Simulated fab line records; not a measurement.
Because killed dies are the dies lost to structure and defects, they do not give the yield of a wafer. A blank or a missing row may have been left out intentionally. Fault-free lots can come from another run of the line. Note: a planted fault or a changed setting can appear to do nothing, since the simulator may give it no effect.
Comparing a struck lot with a sound one | flow nand_harc | 40 out of 1159 route steps
Sound: the wafers L790.2, L790.3, L790.4. Struck: wafers L781.1, L781.2, L781.5. Last of all comes the cause.
Per side, at each step with rows, come the tool, then ch with its chambers, and then its first start. Under that, the readings that differ: sound wafers | struck wafers | difference of the means | sigmas: that difference in standard deviations of wafers without a fault.
alike: readings whose means differ by less than 2 such deviations, and words and numbers that are the same on both sides. not compared: withheld readings, readings that some wafer has no value for, bounds like >300 that may hide the same value, and numbers for which the record gives no deviation and whose values overlap.
Wherever a step has rows on one side only, a row that says differs or no value, or a row with sigmas, the two part there. Numbers that don't overlap but have no deviation are shown without sigmas and don't part them. A reading missing from all wafers of one side parts the sides only when that side holds two or more wafers.

first, 11 steps without rows for these wafers: NHARC_P_GATE_EXPOSE_08 (exposes mask P HV); NHARC_P_GATE_PEB_09 (peb time 85 s); NHARC_P_GATE_DEVELOP_10 (time 70 s); NHARC_P_GATE_HARDBAKE_12 (time 80 s); NHARC_P_GATE_DESCUM_13 (chemistry O2, time 3 s); NHARC_P_GATE_ETCH_14 (etches SiO2 in dHF, target depth 48.8 nm); NHARC_P_GATE_STRIP_15 (strips in SPM, time 780 s); NHARC_P_GATE_PRECLEAN_71 (cleans in SC1); NHARC_P_GATE_SRD_72; NHARC_P_GATE_OXIDE_16 (material SiO2, target thk 3 nm, ox time 392 s); NHARC_P_GATE_CVD_17 (deposits poly-Si, target thk 150 nm, time 900 s).
NHARC_P_GATE_HM_DEP_102: deposits aC, target thk 120 nm.
  sound on acl_dep-01 ch 0, day 8 17:01; struck on acl_dep-03 ch 0, day 6 21:04
  alike: throttle_valve_pct
then, 9 steps without rows for these wafers: NHARC_P_GATE_DEP_103 (deposits SiON, target thk 30 nm); NHARC_P_GATE_DEHYDRATE_18 (time 120 s); NHARC_P_GATE_HMDS_19 (time 30 s); NHARC_P_GATE_COAT_20 (resist thk 90 nm); NHARC_P_GATE_SOFTBAKE_21 (time 55 s); NHARC_P_GATE_EBR_22; NHARC_P_GATE_EXPOSE_23 (exposes mask P GATE, target cd 120 nm); NHARC_P_GATE_PEB_24 (peb time 65 s); NHARC_P_GATE_DEVELOP_25 (develop time 35 s).
NHARC_P_GATE_INSPECT_28:
  sound: defect_inspect-02 at day 8 18:23; struck: defect_inspect-01 at day 6 22:41
  reading          | sound | struck         | difference | sigmas
  raw_defect_count | 3 5 9 | 1465 1441 1437 | +1442      | +99 or more
then, 16 steps without rows for these wafers: NHARC_P_GATE_DESCUM_31 (chemistry O2, time 3 s); NHARC_P_GATE_ETCH_104 (etches the open film in CF4/CHF3, target depth 60 nm); NHARC_P_GATE_HM_OPEN_105 (chemistry O2/COS, target depth 360 nm); NHARC_P_GATE_STRIP_106 (strips in O2/COS); NHARC_P_GATE_ETCH_114 (etches the open film in CF4/O2, target depth 30 nm, overetch 3 nm, time 16.5 s); NHARC_P_GATE_ETCH_32 (etches the open film in HBr/Cl2, target depth 150 nm, time 100.1 s); NHARC_P_GATE_STRIP_108 (strips in O2); NHARC_P_GATE_STRIP_35 (strips in SPM, time 600 s); NHARC_P_GATE_PRECLEAN_73 (cleans in SC1); NHARC_P_GATE_SRD_74; NHARC_P_GATE_ALD_36 (deposits SiNx, target thk 20 nm, pulse time 60 s, ald cycles 223); NHARC_P_GATE_ETCHBACK_37 (etches the open film in CHF3/O2, target depth 34.5 nm, time 17.2 s); NHARC_P_GATE_STRIP_101 (strips in O2, time 20 s); NHARC_P_GATE_PRECLEAN_97 (cleans in SPM, time 600 s); NHARC_P_GATE_SRD_98; NHARC_P_GATE_PRECLEAN_99 (cleans in SC1).
NHARC_P_GATE_INSPECT_68:
  sound: defect_inspect-01 at day 9 13:46; struck: defect_inspect-01 at day 7 17:41
  reading          | sound       | struck         | difference | sigmas
  raw_defect_count | 290 396 140 | 1613 1702 1583 | +1357      | +19
-- the record jumps here: 15 days lie between the struck wafers' starts before and after (it left off in module P_GATE and takes up again in module END, whose first step shown is number 1159 of the route) --
NHARC_END_SORT_01:
  at this point the record logs the struck wafers (prober-01 ch 0, day 22 12:01) and has no rows for the sound ones

WHERE THEY PART
First at NHARC_P_GATE_INSPECT_28; last, within this record, at NHARC_END_SORT_01.

WHY: the cause the simulator had injected
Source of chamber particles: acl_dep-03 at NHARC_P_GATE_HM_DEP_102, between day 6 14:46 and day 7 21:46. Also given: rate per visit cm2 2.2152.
